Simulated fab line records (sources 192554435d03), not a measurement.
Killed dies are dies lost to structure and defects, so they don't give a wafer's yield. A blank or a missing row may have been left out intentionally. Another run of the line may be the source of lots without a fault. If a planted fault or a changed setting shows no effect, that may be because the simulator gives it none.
Split-lot study -- flow n5Finfet -- 7 lots, 21 wafers read, on a route of 1938 steps

## ABOUT THE SPLIT
At N5_HKMG_FIN_COAT_42 (time 60 s, resist thk 35 nm), the setting spinRpm was moved away from the recipe's 1500 rpm on 10 of the 21 wafers read, by -7.4% to +10.7%. The other wafers ran this setting at the recipe's value.

## FROM THE SPLIT TO THE READING: what the file shows between them, 5 steps
- N5_HKMG_FIN_EXPOSE_46: exposes mask NDIPOLE (also split here: doseMj)
- N5_HKMG_FIN_PEB_47: peb time 60 s
- N5_HKMG_FIN_DEVELOP_48: develop time 30 s
- N5_HKMG_FIN_CD_MEAS_49: target cd 202 nm
- N5_HKMG_FIN_DESCUM_53: chemistry O2, time 7.9 s

## THE READING
CAR-ArF_of_HKMG_FIN_COAT_43.thkNm (the simulator's own value, which no gauge read), in nm, at N5_HKMG_FIN_ETCH_54 (etches SiARC in CF4, target depth 45.5 nm, time 75.8 s). There is no usual value for it anywhere in the file. Across the 11 wafers here that went through the recipe, the average is 51.0 nm and the standard deviation 0.21 nm.

wafer,"tool, chamber at the split","spinRpm as run, rpm",against the recipe,"CAR-ArF_of_HKMG_FIN_COAT_43.thkNm, nm",against lot-mates on the recipe
L076.2,"lithoTrack-01, 0",1500,recipe,51.2,-
L076.4,"lithoTrack-01, 0",1660,+10.7%,52.6,+1.4
L076.6,"lithoTrack-01, 0",1500,recipe,51.2,-
L077.2,"lithoTrack-02, 0",1389,-7.4%,50.2,-1.2
L077.3,"lithoTrack-02, 0",1389,-7.4%,50.4,-1.0
L077.5,"lithoTrack-02, 0",1500,recipe,51.4,-
L078.1,"lithoTrack-02, 0",1500,recipe,51,-
L078.3,"lithoTrack-02, 0",1544,+2.9%,51.4,+0.4
L078.5,"lithoTrack-02, 0",1544,+2.9%,51.4,+0.4
L079.3,"lithoTrack-04, 0",1500,recipe,51.2,-
L079.4,"lithoTrack-04, 0",1500,recipe,51,-
L079.6,"lithoTrack-04, 0",1500,recipe,50.8,-
L083.2,"lithoTrack-01, 0",1404,-6.4%,50,-1.0
L083.3,"lithoTrack-01, 0",1404,-6.4%,50,-1.0
L083.6,"lithoTrack-01, 0",1500,recipe,51,-
L093.2,"lithoTrack-04, 0",1500,recipe,50.6,-
L093.4,"lithoTrack-04, 0",1444,-3.7%,50.4,-0.2
L093.6,"lithoTrack-04, 0",1444,-3.7%,50.8,+0.2
L096.2,"lithoTrack-02, 0",1500,recipe,51,-
L096.3,"lithoTrack-02, 0",1500,recipe,51,-
L096.6,"lithoTrack-02, 0",1583,+5.5%,51.6,+0.6

THE FIT
A straight line over all 21 wafers: CAR-ArF_of_HKMG_FIN_COAT_43.thkNm changes by +0.13 nm for each +1% of spinRpm; r = +0.94; the points scatter about the line by 0.21 nm.
The same after taking each lot's own level away (the mean of its wafers on the recipe; 21 wafers): +0.131 nm for each +1%; r = +0.95; scatter 0.2 nm.
That fit puts the effect of the largest move of spinRpm on the reading at 1.4 nm.
From 50.60 to 51.40 nm: that is the span of the lots' own levels, equal to 3.9 times the standard deviation above.
Hence the lot-to-lot level has little effect on the slope; both slopes agree.
Check: for one of the wafers moved furthest among these (+10.7%), held out of the fit, the line's prediction against its lot-mates is +1.42 nm. Against them it came out at +1.4 nm.

## THESE WAFERS: OTHER SPLITS
Other splits were also applied to these wafers ahead of the reading. Each is held against what the fit with the lots' levels taken away leaves over:
other split on the same wafers,wafers away from the commonest value,r with CAR-ArF_of_HKMG_FIN_COAT_43.thkNm (lot level and that fit taken away)
N5_FIN_CUT_COAT_19 spinRpm,11,+0.25
N5_SD_EPI_N_ETCH_16 targetDepthA,6,-0.21
N5_SD_EPI_N_EPI_21 epiGrowthTimeS,4,+0.07
N5_SD_EPI_P_EPI_21 timeS,11,-0.38
N5_HKMG_FIN_EXPOSE_46 doseMj,8,-0.05

## THE WHOLE CHAIN: every reading that the file lists as answering this split, in the file's order
step,what it does,reading,change (the file's fit),r (the file's)
N5_HKMG_FIN_COAT_42,"time 60 s, resist thk 35 nm","SiARC_of_HKMG_FIN_COAT_42.thkNm (the simulator's own value, which no gauge read)",-0.168 nm for each +1% of the setting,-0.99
N5_HKMG_FIN_ETCH_54,"etches SiARC in CF4, target depth 45.5 nm, time 75.8 s",etchRfOnTimeS,withheld for each +1% of the setting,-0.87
N5_HKMG_FIN_ETCH_54,"etches SiARC in CF4, target depth 45.5 nm, time 75.8 s","etch.depthNm (the simulator's own value, which no gauge read)",-0.172 nm for each +1% of the setting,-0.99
N5_HKMG_FIN_ETCH_54,"etches SiARC in CF4, target depth 45.5 nm, time 75.8 s","CAR-ArF_of_HKMG_FIN_COAT_43.thkNm (the simulator's own value, which no gauge read)",+0.129 nm for each +1% of the setting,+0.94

## THE FILE'S OWN FIT
CAR-ArF_of_HKMG_FIN_COAT_43.thkNm changes by +0.129 nm for each +1% of spinRpm, r = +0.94.
